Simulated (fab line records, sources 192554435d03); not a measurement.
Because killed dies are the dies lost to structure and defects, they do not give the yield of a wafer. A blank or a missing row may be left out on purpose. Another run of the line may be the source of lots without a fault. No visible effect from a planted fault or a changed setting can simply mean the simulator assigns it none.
Matching of chambers ; flow n5 finfet ; uv cure-02 running N5_BEOL_M9_CURE_71: 3 sister chambers
The step cures SiCOH lowk, time 240 s. 3 wafers are shown with their chamber, then 7 later ones without.

== WAFERS PAIRED WITH THEIR CHAMBERS ==
wafer;chamber;wafer_temp_C_max
L905.6;1;386.8
L920.5;2;387.5
L924.4;0;388.1

== WAFERS MISSING THEIR CHAMBER ==
wafer;wafer_temp_C_max
L924.6;388.5
L925.3;387.5
L925.4;387.1
L925.5;387.1
L927.2;387.1
L927.3;386.2
L927.4;386.4

== CHAMBER TAKEN BY EACH ==
wafer;from the rows above;in truth
L924.6;can't be placed: 0 or 2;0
L925.3;can't be placed: 2 or 0 or 1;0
L925.4;can't be placed: 1 or 2 or 0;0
L925.5;can't be placed: 1 or 2 or 0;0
L927.2;can't be placed: 1 or 2 or 0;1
L927.3;can't be placed: 1 or 2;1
L927.4;can't be placed: 1 or 2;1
Placed correctly: 0 of 7. Unplaceable from these rows: 7, with the true chamber sitting among the candidates in 7. 0 placed wrongly.
How it was worked out, from the rows above alone: a wafer's distance from a chamber is the root of the sum, over the readings, of the square of ((its reading less the chamber's mean) divided by the reading's scatter). If the next closest chamber is less than 2 further off than the closest, the wafer can't be placed; otherwise it belongs to the closest. Each chamber's mean is taken over the wafers shown for it. The scatter: with one shown wafer a chamber, the root of the mean of the squares of how far each hidden wafer lies from its nearest shown one.
